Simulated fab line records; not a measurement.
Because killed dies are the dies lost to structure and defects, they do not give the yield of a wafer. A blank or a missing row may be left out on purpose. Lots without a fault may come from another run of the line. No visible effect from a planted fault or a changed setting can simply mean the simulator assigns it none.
fab line records    flow n5-finfet
record: lots: 5  wafers: 15  last-day: 16
route steps=1938 shown MIM_BOT_LITHO@1854 MIM_BOT_ETCH@1866 PASS1_CAP@1873 TV_LITHO@1875
lots with no fault: from the same line, run without faults
start-h: hours from the record's first day to the start of the lot's first wafer shown    wait-h: hours elapsed since this lot's preceding step    " as in the row above    L1.1+2: a single row standing in for several wafers    - either no value or no given start    * or withheld: withheld    < > ~ a bound
route shown NAME@n: NAME is a module with steps in the file, n the number in the route of the first one    usual: mean/standard deviation taken from wafers without a fault    same: alike in all rows    chamber/n: place in a boat    sites: the reading at each site    _std_site: standard deviation across them    _edge_site: the outer-site mean with the inner-site mean subtracted    radius-mm: how far each site lies from the wafer's centre    mask NAME#n: copy n    behind: the tool/chamber that last shaped the wafer    hold: cause of the lot's hold/its duration in hours/its outcome    device: the n, p or np transistor that did not switch    end of line: the route-end tests of the same wafers    a step without rows: its recipe alone    killed: at the first sort, the dies lost to defects and structure; wafer yield is something else    map: per-die view of a wafer (x killed, . not killed, _ where there is no die)
set.NAME: the setting the step ran with; set.NAME@STEP: the setting that earlier step ran with    model.NAME: the simulator's own value behind a step, which no gauge read
lots at some steps of the route; a table a step, a row a wafer
services: when a tool's chamber went out of use (start-h, in hours from the record's first day, below 0 if earlier), for how many hours, and the reason
== steps ==
step: N5_MIM_BOT_LITHO_HMDS_01
recipe: time-s: 60  temp-c: 120
usual: exhaust-pa: 45.0/0.99
lot.wafer  tool            chamber  start-h  wait-h  exhaust-pa
L076.1     litho-track-02  0        282.72   0.0     46.0
L076.2     "               0        "        "       44.7
L076.6     "               0        "        "       45.6
L078.1     litho-track-02  0        300.47   0.0     44.8
L078.5     "               0        "        "       43.6
L078.6     "               0        "        "       44.1
L092.1     litho-track-04  0        361.55   0.0     43.6
L092.5     "               0        "        "       43.0
L092.6     "               0        "        "       44.2
L088.3     litho-track-04  0        361.82   0.1     43.2
L088.5     "               0        "        "       44.6
L088.6     "               0        "        "       43.4
L091.1     litho-track-02  0        382.96   0.0     44.6
L091.4     "               0        "        "       44.7
L091.6     "               0        "        "       44.2
step: N5_MIM_BOT_LITHO_COAT_02
recipe: spin-rpm: *  resist-thk-nm: *
usual: exhaust-pa: 44.9/0.87
lot.wafer  tool            chamber  start-h  wait-h  exhaust-pa
L076.1     litho-track-02  0        -        -       45.2
L076.2     "               0        "        "       45.0
L076.6     "               0        "        "       44.8
L078.1     litho-track-02  0        -        -       44.9
L078.5     "               0        "        "       44.8
L078.6     "               0        "        "       46.2
L092.1     litho-track-04  0        -        -       45.5
L092.5     "               0        "        "       46.2
L092.6     "               0        "        "       44.9
L088.3     litho-track-04  0        -        -       46.6
L088.5     "               0        "        "       45.9
L088.6     "               0        "        "       44.7
L091.1     litho-track-02  0        -        -       46.3
L091.4     "               0        "        "       45.2
L091.6     "               0        "        "       46.2
step: N5_MIM_BOT_LITHO_EBR_04
recipe: solvent: PGMEA  ebr-width-mm: 1.5
usual: exhaust-pa: 44.9/0.88
lot.wafer  tool            chamber  start-h  wait-h  exhaust-pa
L076.1     litho-track-02  0        -        -       44.8
L076.2     "               0        "        "       44.9
L076.6     "               0        "        "       46.0
L078.1     litho-track-02  0        -        -       43.7
L078.5     "               0        "        "       44.1
L078.6     "               0        "        "       43.8
L092.1     litho-track-04  0        -        -       43.6
L092.5     "               0        "        "       44.0
L092.6     "               0        "        "       45.4
L088.3     litho-track-04  0        -        -       45.4
L088.5     "               0        "        "       44.8
L088.6     "               0        "        "       43.9
L091.1     litho-track-02  0        -        -       48.0
L091.4     "               0        "        "       46.1
L091.6     "               0        "        "       46.1
step: N5_MIM_BOT_LITHO_SOFTBAKE_03
recipe: temp-c: 100  time-s: 90
usual: exhaust-pa: 44.8/0.94
lot.wafer  tool            chamber  start-h  wait-h  exhaust-pa
L076.1     litho-track-02  0        -        -       42.9
L076.2     "               0        "        "       43.8
L076.6     "               0        "        "       44.2
L078.1     litho-track-02  0        -        -       44.7
L078.5     "               0        "        "       44.6
L078.6     "               0        "        "       44.4
L092.1     litho-track-04  0        -        -       46.2
L092.5     "               0        "        "       45.8
L092.6     "               0        "        "       45.2
L088.3     litho-track-04  0        -        -       46.0
L088.5     "               0        "        "       44.7
L088.6     "               0        "        "       45.1
L091.1     litho-track-02  0        -        -       44.8
L091.4     "               0        "        "       45.2
L091.6     "               0        "        "       45.0
step: N5_MIM_BOT_LITHO_EXPOSE_05
recipe: mask-id: MIM_BOT  na: 0.55  source-shape: conventional  sigma-outer: 0.8  polarization: unpolarized  dose-mj: 24.25
usual: exposure-dose-mJ-cm2: 24.247/0.022  focus-offset-nm: 0.1/0.56  reticle-temp-C: 23.03/0.1
lot.wafer  tool            chamber  start-h  wait-h  mask       exposure-dose-mJ-cm2  focus-offset-nm  reticle-temp-C
L076.1     krf-scanner-02  0        282.95   -       MIM_BOT#0  24.260                -0.3             23.00
L076.2     "               0        "        "       MIM_BOT#0  24.259                -0.4             22.94
L076.6     "               0        "        "       MIM_BOT#0  24.245                -0.4             23.06
L078.1     krf-scanner-01  0        300.57   -       MIM_BOT#0  24.210                0.1              23.12
L078.5     "               0        "        "       MIM_BOT#0  24.256                1.4              23.02
L078.6     "               0        "        "       MIM_BOT#0  24.254                1.0              23.00
L092.1     krf-scanner-01  0        361.65   -       MIM_BOT#0  24.256                0.9              23.12
L092.5     "               0        "        "       MIM_BOT#0  24.254                0.8              22.94
L092.6     "               0        "        "       MIM_BOT#0  24.260                0.8              23.13
L088.3     krf-scanner-01  0        361.94   -       MIM_BOT#0  24.231                -0.4             22.84
L088.5     "               0        "        "       MIM_BOT#0  24.256                0.8              23.06
L088.6     "               0        "        "       MIM_BOT#0  24.210                -0.1             23.01
L091.1     krf-scanner-01  0        383.07   -       MIM_BOT#0  24.242                0.9              23.03
L091.4     "               0        "        "       MIM_BOT#0  24.257                0.4              23.05
L091.6     "               0        "        "       MIM_BOT#0  24.256                1.2              22.89
step: N5_MIM_BOT_LITHO_PEB_06
recipe: peb-temp-c: withheld  peb-time-s: *
usual: exhaust-pa: 45.0/0.89
lot.wafer  tool            chamber  start-h  wait-h  exhaust-pa
L076.1     litho-track-02  0        283.01   0.1     44.0
L076.2     "               0        "        "       45.3
L076.6     "               0        "        "       46.2
L078.1     litho-track-04  0        300.63   0.1     47.0
L078.5     "               0        "        "       45.1
L078.6     "               0        "        "       45.8
L092.1     litho-track-04  0        361.71   0.1     46.1
L092.5     "               0        "        "       46.1
L092.6     "               0        "        "       45.0
L088.3     litho-track-02  0        361.99   0.0     45.6
L088.5     "               0        "        "       44.3
L088.6     "               0        "        "       44.8
L091.1     litho-track-01  0        383.13   0.1     44.5
L091.4     "               0        "        "       44.6
L091.6     "               0        "        "       45.2
step: N5_MIM_BOT_LITHO_DEVELOP_07
recipe: develop-time-s: 60  rinse-liquid: diw  dry: air-spin  dev-temp-c: 21
usual: exhaust-pa: 45.1/0.98
lot.wafer  tool            chamber  start-h  wait-h  exhaust-pa
L076.1     litho-track-02  0        -        -       45.2
L076.2     "               0        "        "       43.0
L076.6     "               0        "        "       45.9
L078.1     litho-track-04  0        -        -       44.1
L078.5     "               0        "        "       45.0
L078.6     "               0        "        "       44.8
L092.1     litho-track-04  0        -        -       45.0
L092.5     "               0        "        "       45.5
L092.6     "               0        "        "       44.6
L088.3     litho-track-02  0        -        -       46.2
L088.5     "               0        "        "       44.1
L088.6     "               0        "        "       44.9
L091.1     litho-track-01  0        -        -       45.9
L091.4     "               0        "        "       44.8
L091.6     "               0        "        "       45.7
step: N5_MIM_BOT_LITHO_HARDBAKE_09
recipe: temp-c: 130  time-s: 120
usual: exhaust-pa: 45.0/0.9
lot.wafer  tool            chamber  start-h  wait-h  exhaust-pa
L076.1     litho-track-02  0        -        -       45.0
L076.2     "               0        "        "       44.9
L076.6     "               0        "        "       44.7
L078.1     litho-track-04  0        -        -       46.0
L078.5     "               0        "        "       46.0
L078.6     "               0        "        "       46.5
L092.1     litho-track-04  0        -        -       45.1
L092.5     "               0        "        "       45.9
L092.6     "               0        "        "       46.6
L088.3     litho-track-02  0        -        -       45.6
L088.5     "               0        "        "       46.2
L088.6     "               0        "        "       47.3
L091.1     litho-track-01  0        -        -       45.2
L091.4     "               0        "        "       45.3
L091.6     "               0        "        "       45.6
step: N5_MIM_BOT_LITHO_CD_MEAS_08
recipe: target-cd-nm: 3000  landing-energy-ev: 500  detector: se-inlens  polarity: opening
usual: cd-nm: 3000.3/1.6
lot.wafer  tool       chamber  start-h  wait-h  cd-nm
L076.1     cd-sem-02  0        283.13   -       3000.9
L076.2     "          0        "        "       3000.8
L076.6     "          0        "        "       3001.4
L078.1     cd-sem-03  0        300.75   -       3000.0
L078.5     "          0        "        "       3001.9
L078.6     "          0        "        "       2999.3
L092.1     cd-sem-01  0        361.83   -       2998.3
L092.5     "          0        "        "       3000.6
L092.6     "          0        "        "       2998.8
L088.3     cd-sem-01  0        362.11   -       3000.7
L088.5     "          0        "        "       3001.1
L088.6     "          0        "        "       2999.7
L091.1     cd-sem-02  0        383.25   -       2997.4
L091.4     "          0        "        "       2996.6
L091.6     "          0        "        "       2997.9
step: N5_MIM_BOT_LITHO_OVL_MEAS_11
recipe: points-per-wafer: 44
usual: MIM_BOT_OVL: 0/5.3
lot.wafer  tool        chamber  start-h  wait-h  MIM_BOT_OVL[nm]
L076.1     overlay-02  0        283.16   0.0     6
L076.2     "           0        "        "       7
L076.6     "           0        "        "       7
L078.1     overlay-01  0        300.78   0.0     2
L078.5     "           0        "        "       10
L078.6     "           0        "        "       1
L092.1     overlay-02  0        361.86   0.0     7
L092.5     "           0        "        "       -2
L092.6     "           0        "        "       2
L088.3     overlay-01  0        362.14   0.0     -5
L088.5     "           0        "        "       -6
L088.6     "           0        "        "       -2
L091.1     overlay-02  0        383.28   0.0     -4
L091.4     "           0        "        "       -6
L091.6     "           0        "        "       -9
step: N5_MIM_BOT_LITHO_INSPECT_12
recipe: mode: adi  inspect-instrument: macro
usual: raw-defect-count: 2.0/1.5
lot.wafer  tool               chamber  start-h  wait-h  raw-defect-count
L076.1     defect-inspect-01  -        283.18   0.0     3
L076.2     "                  -        "        "       0
L076.6     "                  -        "        "       1
L078.1     defect-inspect-01  -        300.80   0.0     1
L078.5     "                  -        "        "       3
L078.6     "                  -        "        "       1
L092.1     defect-inspect-01  -        361.88   0.0     1
L092.5     "                  -        "        "       2
L092.6     "                  -        "        "       1
L088.3     defect-inspect-01  -        362.16   0.0     4
L088.5     "                  -        "        "       5
L088.6     "                  -        "        "       3
L091.1     defect-inspect-02  -        383.30   0.0     2
L091.4     "                  -        "        "       1
L091.6     "                  -        "        "       0
step: N5_MIM_BOT_LITHO_DESCUM_10
recipe: chemistry: O2  time-s: 7.9  source-power-w: 50  bias-power-w: 20  pressure-mtorr: 20  rf-frequency-hz: 2.712e+07  temp-c: 40  o2-flow-sccm: 225
usual: drypump-motor-current-A: 5.8/0.38  o2-flow-sccm: 225.1/0.69  oes-product-au: 0.82/0.073  rf-vpp-V: 243.3/1.5  showerhead-plenum-p-Torr: 2.10/0.078  throttle-valve-pct: 20.29/0.14
lot.wafer  tool         chamber  start-h  wait-h  drypump-motor-current-A  o2-flow-sccm  oes-product-au  rf-hours-counter-h  rf-vpp-V  showerhead-plenum-p-Torr  throttle-valve-pct
L076.1     rie-diel-04  0        283.74   0.6     5.6                      223.9         0.85            69                  245.4     2.21                      20.18
L076.2     "            1        "        "       5.7                      224.7         0.72            214                 244.4     2.17                      20.43
L076.6     "            3        "        "       5.5                      225.5         0.79            -                   241.6     2.01                      20.16
L078.1     rie-diel-04  3        300.84   0.0     5.5                      224.1         0.77            105                 242.2     2.00                      20.19
L078.5     "            1        "        "       5.7                      224.2         0.73            -                   244.5     2.17                      20.43
L078.6     "            2        "        "       6.3                      224.7         0.94            -                   242.1     2.06                      20.29
L092.1     rie-diel-02  0        361.92   0.0     5.9                      225.5         0.81            120                 243.0     2.09                      20.34
L092.5     "            1        "        "       5.6                      225.5         0.86            -                   246.6     2.22                      20.20
L092.6     "            2        "        "       5.9                      226.4         0.68            -                   240.7     1.97                      20.48
L088.3     rie-diel-03  3        362.19   0.0     6.1                      225.5         0.79            119                 245.7     2.09                      20.40
L088.5     "            0        "        "       5.8                      224.7         0.84            -                   241.9     2.02                      20.22
L088.6     "            1        "        "       6.3                      224.8         0.81            -                   243.1     2.13                      20.54
L091.1     rie-diel-04  1        383.34   0.0     5.7                      224.2         0.70            247                 245.1     2.16                      20.47
L091.4     "            3        "        "       5.5                      224.8         0.75            133                 241.3     2.00                      20.23
L091.6     "            0        "        "       5.5                      226.0         0.81            -                   244.8     2.20                      20.21
step: N5_MIM_BOT_ETCH_ETCH_04
recipe: chemistry: CF4/O2  target: SiNx  target-depth-a: 260  time-s: 13  ion-energy-ev: 100  pressure-mtorr: 40  source-w: 535  bias-w: 49  Ar_flow_sccm: 100  cf4-flow-sccm: 100  O2_flow_sccm: 10
usual: drypump-motor-current-A: 5.8/0.38  oes_f_703_au: 0.82/0.066  oes-product-au: 0.82/0.071  rf-vpp-V: 242/6.1  showerhead-plenum-p-Torr: 2.21/0.076  throttle-valve-pct: 15.86/0.14
lot.wafer  tool         chamber  start-h  wait-h  drypump-motor-current-A  oes_f_703_au  oes-product-au  rf-hours-counter-h  rf-vpp-V  showerhead-plenum-p-Torr  throttle-valve-pct
L076.1     rie-diel-04  0        283.80   0.0     5.5                      0.83          0.85            69                  245       2.34                      15.77
L076.2     "            1        "        "       5.7                      0.72          0.73            214                 242       2.28                      16.01
L076.6     "            3        "        "       5.5                      0.82          0.79            -                   230       2.13                      15.86
L078.1     rie-diel-04  3        300.90   0.0     5.5                      0.81          0.78            105                 230       2.13                      15.86
L078.5     "            1        "        "       5.7                      0.72          0.71            -                   243       2.27                      16.01
L078.6     "            2        "        "       6.3                      0.92          0.93            -                   239       2.16                      15.75
L092.1     rie-diel-02  0        361.98   0.0     5.9                      0.79          0.81            120                 247       2.21                      15.93
L092.5     "            1        "        "       5.6                      0.90          0.88            -                   240       2.32                      15.75
L092.6     "            2        "        "       5.9                      0.70          0.69            -                   232       2.09                      16.15
L088.3     rie-diel-03  3        362.26   0.0     6.1                      0.75          0.77            119                 249       2.21                      16.02
L088.5     "            0        "        "       5.7                      0.83          0.84            -                   246       2.15                      15.86
L088.6     "            1        "        "       6.2                      0.81          0.81            -                   243       2.23                      15.95
L091.1     rie-diel-04  1        383.40   0.0     5.7                      0.69          0.70            247                 244       2.26                      16.06
L091.4     "            3        "        "       5.5                      0.79          0.77            133                 229       2.12                      15.92
L091.6     "            0        "        "       5.5                      0.79          0.81            -                   245       2.32                      15.83
step: N5_MIM_BOT_ETCH_ETCH_03
recipe: chemistry: Cl2/BCl3  target-depth-a: 120  pressure-mtorr: 8  icp-w: 800  bias-w: 100  Cl2_flow_sccm: 20  bcl3-flow-sccm: 80
usual: drypump-motor-current-A: 5.8/0.4  oes-product-au: 0.77/0.068  throttle-valve-pct: 27.71/0.22
lot.wafer  tool          chamber  start-h  wait-h  drypump-motor-current-A  oes-product-au  rf-hours-counter-h  throttle-valve-pct
L076.1     rie-metal-03  1        283.89   0.1     6.0                      0.76            54                  27.99
L076.2     "             0        "        "       6.4                      0.65            109                 27.79
L076.6     "             0        "        "       6.4                      0.65            -                   27.80
L078.1     rie-metal-01  1        300.99   0.1     6.2                      0.78            42                  27.85
L078.5     "             1        "        "       6.2                      0.78            -                   27.84
L078.6     "             0        "        "       5.5                      0.73            -                   27.86
L092.1     rie-metal-03  0        362.07   0.1     6.4                      0.97            2                   27.02
L092.5     "             1        "        "       6.0                      0.75            -                   28.02
L092.6     "             0        "        "       6.4                      0.96            -                   27.02
L088.3     rie-metal-02  1        362.41   0.1     5.7                      0.84            -                   27.57
L088.5     "             1        "        "       5.8                      0.84            -                   27.55
L088.6     "             1        "        "       5.8                      0.84            -                   27.55
L091.1     rie-metal-03  0        383.49   0.1     6.4                      0.95            4                   27.01
L091.4     "             0        "        "       6.4                      0.95            -                   27.02
L091.6     "             1        "        "       6.0                      0.74            -                   28.00
step: N5_MIM_BOT_ETCH_ETCH_00
recipe: chemistry: Cl2/BCl3  target: TiN  target-depth-a: 455  ion-energy-ev: 150  pressure-mtorr: 10  icp-w: 1000  bias-w: 126  Cl2_flow_sccm: 53.25  bcl3-flow-sccm: 21.75  Ar_flow_sccm: 25
usual: drypump-motor-current-A: 5.8/0.39  oes-product-au: 0.77/0.067  throttle-valve-pct: 22.12/0.18
lot.wafer  tool          chamber  start-h  wait-h  drypump-motor-current-A  oes-product-au  rf-hours-counter-h  throttle-valve-pct
L076.1     rie-metal-03  1        283.98   0.1     6.0                      0.76            54                  22.23
L076.2     "             0        "        "       6.4                      0.65            109                 22.15
L076.6     "             0        "        "       6.4                      0.65            -                   22.17
L078.1     rie-metal-01  1        301.08   0.1     6.2                      0.77            42                  22.25
L078.5     "             1        "        "       6.2                      0.78            -                   22.24
L078.6     "             0        "        "       5.5                      0.72            -                   22.24
L092.1     rie-metal-03  0        362.16   0.1     6.4                      0.96            2                   21.51
L092.5     "             1        "        "       6.0                      0.75            -                   22.25
L092.6     "             0        "        "       6.4                      0.96            -                   21.50
L088.3     rie-metal-02  1        362.61   0.2     5.8                      0.84            -                   22.06
L088.5     "             1        "        "       5.8                      0.84            -                   22.03
L088.6     "             1        "        "       5.8                      0.84            -                   22.05
L091.1     rie-metal-03  0        383.58   0.1     6.4                      0.94            4                   21.51
L091.4     "             0        "        "       6.4                      0.94            -                   21.51
L091.6     "             1        "        "       6.0                      0.74            -                   22.26
step: N5_MIM_BOT_ETCH_STRIP_01
recipe: chemistry: O2  power-w: 600  temp-c: 60  pressure-mtorr: 30  rf-frequency-hz: 6e+07  bias-power-w: 0  overash-fraction: 0.5  o2-flow-sccm: 225
usual: drypump-motor-current-A: 5.8/0.44  o2-flow-sccm: 224.9/0.69  oes-product-au: 0.82/0.065  rf-vpp-V: 3.8/1.1  showerhead-plenum-p-Torr: 2.10/0.075  throttle-valve-pct: 16.54/0.14
lot.wafer  tool         chamber  start-h  wait-h  drypump-motor-current-A  o2-flow-sccm  oes-product-au  rf-hours-counter-h  rf-vpp-V  showerhead-plenum-p-Torr  throttle-valve-pct
L076.1     rie-diel-02  1        284.16   0.1     5.6                      225.0         0.90            14                  3.6       2.24                      16.37
L076.2     "            0        "        "       5.9                      224.1         0.84            92                  7.0       2.11                      16.52
L076.6     "            1        "        "       5.6                      224.6         0.92            -                   3.1       2.24                      16.36
L078.1     rie-diel-03  1        301.46   0.3     6.2                      224.9         0.83            55                  3.2       2.14                      16.70
L078.5     "            3        "        "       6.1                      223.5         0.80            -                   4.7       2.10                      16.66
L078.6     "            2        "        "       4.8                      224.5         0.87            -                   3.4       2.04                      16.47
L092.1     rie-diel-03  0        362.33   0.1     5.7                      225.4         0.84            64                  4.0       2.02                      16.41
L092.5     "            1        "        "       6.2                      225.3         0.81            -                   4.8       2.14                      16.70
L092.6     "            2        "        "       4.8                      225.4         0.85            -                   2.3       2.03                      16.59
L088.3     rie-diel-03  1        362.79   0.1     6.2                      225.1         0.80            76                  4.0       2.13                      16.70
L088.5     "            3        "        "       6.1                      225.8         0.79            -                   2.5       2.10                      16.61
L088.6     "            2        "        "       4.8                      224.4         0.84            -                   3.4       2.03                      16.54
L091.1     rie-diel-02  0        383.72   0.1     5.9                      225.1         0.81            128                 4.0       2.10                      16.62
L091.4     "            2        "        "       5.9                      225.3         0.69            246                 2.5       1.97                      16.81
L091.6     "            0        "        "       6.0                      225.8         0.84            -                   5.1       2.10                      16.60
step: N5_MIM_BOT_ETCH_STRIP_02
recipe: chemistry: post-etch-residue-remover  time-s: 1200  temp-c: 72.5
lot.wafer   tool          chamber  start-h  wait-h
L076.1+2+6  wet-bench-05  7,0,1    284.23   -
L078.1+5+6  wet-bench-05  2,3,7    301.55   -
L092.1+5+6  wet-bench-03  7,4,6    362.40   -
L088.3+5+6  wet-bench-05  1,2,0    362.86   -
L091.1+4+6  wet-bench-03  5,4,0    383.79   -
step: N5_MIM_BOT_ETCH_CLEAN_05
recipe: chemistry: IPA  time-s: 180  temp-c: 25
lot.wafer   tool          chamber  start-h  wait-h
L076.1+2+6  wet-bench-05  7,0,1    284.56   0.0
L078.1+5+6  wet-bench-05  2,3,7    301.88   0.0
L092.1+5+6  wet-bench-03  7,4,6    362.76   0.0
L088.3+5+6  wet-bench-05  1,2,0    363.19   0.0
L091.1+4+6  wet-bench-03  5,4,0    384.12   0.0
step: N5_MIM_BOT_ETCH_SRD_06
recipe: dry: ipa-marangoni  time-s: 30  temp-c: 23  rinse-liquid: diw
lot.wafer   tool          chamber  start-h  wait-h
L076.1+2+6  wet-bench-05  7,0,1    284.61   0.0
L078.1+5+6  wet-bench-05  2,3,7    301.93   0.0
L092.1+5+6  wet-bench-03  7,4,6    362.82   0.0
L088.3+5+6  wet-bench-05  1,2,0    363.24   0.0
L091.1+4+6  wet-bench-03  5,4,0    384.17   0.0
step: N5_PASSIVATION_PECVD_55
recipe: material: SiO2  target-thk-a: 4000  temp-c: 400  precursor: SiH4/N2O  pressure-torr: 2.7  rf-w: 608  time-s: 22.5
usual: heater-power-w: 647/91  showerhead-plenum-p-Torr: 8.20/0.06  showerhead-vpp-V: 1545/70  throttle-valve-pct: 51/3.4
lot.wafer  tool      chamber  start-h  wait-h  heater-power-w  showerhead-plenum-p-Torr  showerhead-vpp-V  throttle-valve-pct
L076.1     pecvd-02  1        284.66   0.0     642             8.24                      1674              53
L076.2     "         2        "        "       505             8.12                      1472              45
L076.6     "         2        "        "       541             8.14                      1489              45
L078.1     pecvd-02  0        301.98   0.0     787             8.24                      1581              54
L078.5     "         2        "        "       531             8.13                      1466              45
L078.6     "         1        "        "       763             8.26                      1637              53
L092.1     pecvd-02  2        362.87   0.0     609             8.12                      1486              46
L092.5     "         1        "        "       630             8.24                      1655              53
L092.6     "         2        "        "       491             8.13                      1469              46
L088.3     pecvd-03  2        363.29   0.0     608             8.30                      1504              47
L088.5     "         2        "        "       496             8.28                      1522              47
L088.6     "         0        "        "       580             8.23                      1448              55
L091.1     pecvd-03  0        384.22   0.0     580             8.23                      1463              55
L091.4     "         1        "        "       598             8.24                      1509              53
L091.6     "         0        "        "       592             8.21                      1458              55
step: N5_PASSIVATION_PECVD_01
recipe: material: SiNx  target-thk-a: 2000  temp-c: 400  precursor: SiH4/NH3/N2  pressure-torr: 4.9  rf-w: 1406  time-s: 43.2
usual: heater-power-w: 362/86  showerhead-plenum-p-Torr: 8.70/0.043  showerhead-vpp-V: 2350/110  throttle-valve-pct: 29.1/1.9
lot.wafer  tool      chamber  start-h  wait-h  heater-power-w  showerhead-plenum-p-Torr  showerhead-vpp-V  throttle-valve-pct
L076.1     pecvd-02  1        284.70   0.0     394             8.74                      2549              29.9
L076.2     "         2        "        "       229             8.65                      2239              25.7
L076.6     "         2        "        "       237             8.66                      2243              26.0
L078.1     pecvd-02  0        302.01   0.0     371             8.75                      2415              30.3
L078.5     "         2        "        "       301             8.65                      2265              25.8
L078.6     "         1        "        "       374             8.72                      2566              30.1
L092.1     pecvd-02  2        362.90   0.0     263             8.65                      2229              25.8
L092.5     "         1        "        "       485             8.75                      2487              29.8
L092.6     "         2        "        "       268             8.65                      2282              25.9
L088.3     pecvd-03  2        363.32   0.0     342             8.76                      2324              26.7
L088.5     "         2        "        "       353             8.75                      2312              26.6
L088.6     "         0        "        "       247             8.71                      2182              31.2
L091.1     pecvd-03  0        384.26   0.0     297             8.72                      2229              31.3
L091.4     "         1        "        "       322             8.74                      2284              30.0
L091.6     "         0        "        "       303             8.68                      2221              31.1
step: N5_PASSIVATION_HMDS_03
recipe: time-s: 60  temp-c: 120
usual: exhaust-pa: 45.2/0.9
lot.wafer  tool            chamber  start-h  wait-h  exhaust-pa
L076.1     litho-track-01  0        284.82   0.1     44.4
L076.2     "               0        "        "       46.1
L076.6     "               0        "        "       44.1
L078.1     litho-track-03  0        304.09   2.0     44.9
L078.5     "               0        "        "       46.2
L078.6     "               0        "        "       45.2
L092.1     litho-track-05  0        363.14   0.2     44.0
L092.5     "               0        "        "       45.8
L092.6     "               0        "        "       45.1
L088.3     litho-track-01  0        368.47   5.1     46.3
L088.5     "               0        "        "       45.8
L088.6     "               0        "        "       45.5
L091.1     litho-track-01  0        386.68   2.4     44.9
L091.4     "               0        "        "       45.4
L091.6     "               0        "        "       46.6
step: N5_PASSIVATION_COAT_04
recipe: spin-rpm: *  resist-thk-nm: *
usual: exhaust-pa: 44.8/0.97
lot.wafer  tool            chamber  start-h  wait-h  exhaust-pa
L076.1     litho-track-01  0        -        -       45.4
L076.2     "               0        "        "       43.8
L076.6     "               0        "        "       44.9
L078.1     litho-track-03  0        -        -       46.4
L078.5     "               0        "        "       45.6
L078.6     "               0        "        "       46.2
L092.1     litho-track-05  0        -        -       46.0
L092.5     "               0        "        "       45.6
L092.6     "               0        "        "       45.8
L088.3     litho-track-01  0        -        -       44.2
L088.5     "               0        "        "       44.4
L088.6     "               0        "        "       44.1
L091.1     litho-track-01  0        -        -       43.2
L091.4     "               0        "        "       43.9
L091.6     "               0        "        "       44.8
step: N5_PASSIVATION_EBR_06
recipe: solvent: PGMEA  ebr-width-mm: 1.5
usual: exhaust-pa: 45.1/0.88
lot.wafer  tool            chamber  start-h  wait-h  exhaust-pa
L076.1     litho-track-01  0        -        -       44.5
L076.2     "               0        "        "       46.0
L076.6     "               0        "        "       46.8
L078.1     litho-track-03  0        -        -       45.7
L078.5     "               0        "        "       46.1
L078.6     "               0        "        "       46.3
L092.1     litho-track-05  0        -        -       45.5
L092.5     "               0        "        "       45.6
L092.6     "               0        "        "       45.3
L088.3     litho-track-01  0        -        -       46.2
L088.5     "               0        "        "       46.0
L088.6     "               0        "        "       44.6
L091.1     litho-track-01  0        -        -       45.6
L091.4     "               0        "        "       45.0
L091.6     "               0        "        "       44.5
step: N5_PASSIVATION_SOFTBAKE_05
recipe: temp-c: 100  time-s: 90
usual: exhaust-pa: 45.0/0.86
lot.wafer  tool            chamber  start-h  wait-h  exhaust-pa
L076.1     litho-track-01  0        -        -       45.3
L076.2     "               0        "        "       45.2
L076.6     "               0        "        "       43.9
L078.1     litho-track-03  0        -        -       46.5
L078.5     "               0        "        "       44.6
L078.6     "               0        "        "       44.3
L092.1     litho-track-05  0        -        -       44.6
L092.5     "               0        "        "       45.2
L092.6     "               0        "        "       45.0
L088.3     litho-track-01  0        -        -       45.3
L088.5     "               0        "        "       45.7
L088.6     "               0        "        "       45.3
L091.1     litho-track-01  0        -        -       45.7
L091.4     "               0        "        "       45.5
L091.6     "               0        "        "       45.5
step: N5_PASSIVATION_EXPOSE_07
recipe: mask-id: TV  na: 0.55  source-shape: conventional  sigma-outer: 0.8  polarization: unpolarized  defocus-nm: 0  target-cd-nm: 3000  dose-mj: 22.75
usual: exposure-dose-mJ-cm2: 22.750/0.025  focus-offset-nm: 0.1/0.55  reticle-temp-C: 23.02/0.1
lot.wafer  tool            chamber  start-h  wait-h  mask  exposure-dose-mJ-cm2  focus-offset-nm  reticle-temp-C
L076.1     krf-scanner-02  0        284.92   -       TV#0  22.726                0.7              22.94
L076.2     "               0        "        "       TV#0  22.790                1.0              22.97
L076.6     "               0        "        "       TV#0  22.737                0.6              23.03
L078.1     krf-scanner-01  0        304.20   -       TV#0  22.764                -0.1             22.91
L078.5     "               0        "        "       TV#0  22.735                -0.4             23.05
L078.6     "               0        "        "       TV#0  22.783                -0.1             23.01
L092.1     krf-scanner-01  0        363.38   -       TV#0  22.752                0.3              22.81
L092.5     "               0        "        "       TV#0  22.774                0.1              22.73
L092.6     "               0        "        "       TV#0  22.755                0.1              22.94
L088.3     krf-scanner-02  0        368.72   -       TV#0  22.786                0.6              23.08
L088.5     "               0        "        "       TV#0  22.743                0.2              23.06
L088.6     "               0        "        "       TV#0  22.768                0.2              22.98
L091.1     krf-scanner-01  0        386.92   -       TV#0  22.739                0.5              22.92
L091.4     "               0        "        "       TV#0  22.750                0.0              22.91
L091.6     "               0        "        "       TV#0  22.756                0.0              23.08
step: N5_PASSIVATION_PEB_08
recipe: peb-temp-c: withheld  peb-time-s: *
usual: exhaust-pa: 45.0/0.87
lot.wafer  tool            chamber  start-h  wait-h  exhaust-pa
L076.1     litho-track-03  0        284.98   0.1     45.4
L076.2     "               0        "        "       44.3
L076.6     "               0        "        "       46.2
L078.1     litho-track-01  0        304.25   0.1     45.4
L078.5     "               0        "        "       44.3
L078.6     "               0        "        "       45.0
L092.1     litho-track-05  0        363.43   0.1     45.7
L092.5     "               0        "        "       45.0
L092.6     "               0        "        "       45.9
L088.3     litho-track-01  0        368.76   0.0     44.4
L088.5     "               0        "        "       46.6
L088.6     "               0        "        "       45.2
L091.1     litho-track-03  0        386.98   0.1     43.7
L091.4     "               0        "        "       44.0
L091.6     "               0        "        "       44.7
== services ==
tool            chamber  start-h  hours  kind
krf-scanner-02  0        272.81   -      calibration
litho-track-03  -        277.37   -      consumable-replace:filter
litho-track-04  -        281.80   -      consumable-replace:filter
krf-scanner-01  -        282.70   4.0    pm
rie-diel-02     3        311.75   -      clean
rie-diel-02     3        311.75   -      consumable-replace:focus-ring
rie-diel-02     3        311.75   20.7   scheduled-down
rie-diel-02     3        311.75   20.7   vent-cycle
krf-scanner-02  -        314.89   0.8    pm
krf-scanner-01  0        315.40   -      calibration
krf-scanner-01  -        319.42   0.8    pm
litho-track-02  -        320.03   -      consumable-replace:filter
rie-metal-03    0        328.34   -      clean
rie-metal-03    0        328.34   15.6   scheduled-down
rie-metal-03    0        328.34   15.6   vent-cycle
krf-scanner-01  -        346.28   1.3    pm
krf-scanner-02  -        348.62   1.3    pm
pecvd-03        1        349.09   5.5    scheduled-down
rie-diel-02     0        349.30   4.2    repair
litho-track-01  -        366.72   -      consumable-replace:filter
rie-diel-03     2        370.53   9.9    repair
pecvd-03        -        375.85   0.7    repair
krf-scanner-01  -        378.90   1.0    pm
== key ==
fault none
